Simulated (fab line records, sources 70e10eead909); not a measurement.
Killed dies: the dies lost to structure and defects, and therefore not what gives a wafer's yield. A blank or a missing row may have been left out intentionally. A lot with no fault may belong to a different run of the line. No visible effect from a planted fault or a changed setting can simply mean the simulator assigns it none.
Matching of chambers    flow nand_harc    NHARC_A_STAIRCASE_DEP_325 on pecvd-03: 3 sister chambers
The step deposits SiO2, target thk 3800 nm. 18 wafers are shown with their chamber, then 9 later ones without.

## EACH WAFER AND ITS CHAMBER
wafer   chamber  heater_power_w (W)
L078.2  2        897
L078.4  0        617
L078.6  1        663
L082.1  1        766
L082.5  0        611
L082.6  2        720
L085.2  2        851
L085.4  2        714
L085.6  0        598
L087.2  2        732
L087.5  0        620
L087.6  2        724
L089.1  0        786
L089.4  2        707
L089.5  1        661
L088.2  0        764
L088.4  1        684
L088.5  2        707

SIGNATURES (means of the wafers above)
reading         chamber 0  chamber 1  chamber 2  scatter within a chamber
heater_power_w  666.00     693.50     756.50     73.9
Rule: a wafer's distance from a chamber is the root of the sum, over the readings, of the square of ((its reading less the chamber's mean) divided by the reading's scatter). The wafer belongs to the nearest chamber; if the next one is less than 2 further off, it can't be placed. The scatter is the square root of a quotient: the sum, over the shown wafers, of each reading's squared deviation from its chamber's mean, divided by wafers minus chambers.

## WAFERS WITHOUT THEIR CHAMBER
wafer   heater_power_w (W)
L091.3  745
L091.4  696
L091.5  730
L096.3  805
L096.4  604
L096.5  727
L097.3  759
L097.5  682
L097.6  609

## WHICH CHAMBER EACH WENT THROUGH
wafer   from the rows above           in truth
L091.3  can't be placed: 2 or 1 or 0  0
L091.4  can't be placed: 1 or 0 or 2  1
L091.5  can't be placed: 2 or 1 or 0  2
L096.3  can't be placed: 2 or 1 or 0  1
L096.4  can't be placed: 0 or 1 or 2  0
L096.5  can't be placed: 2 or 1 or 0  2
L097.3  can't be placed: 2 or 1 or 0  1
L097.5  can't be placed: 1 or 0 or 2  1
L097.6  can't be placed: 0 or 1 or 2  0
Placed correctly: 0 of 9. Unplaceable from these rows: 9, with the true chamber sitting among the candidates in 9. Number placed wrongly: 0.
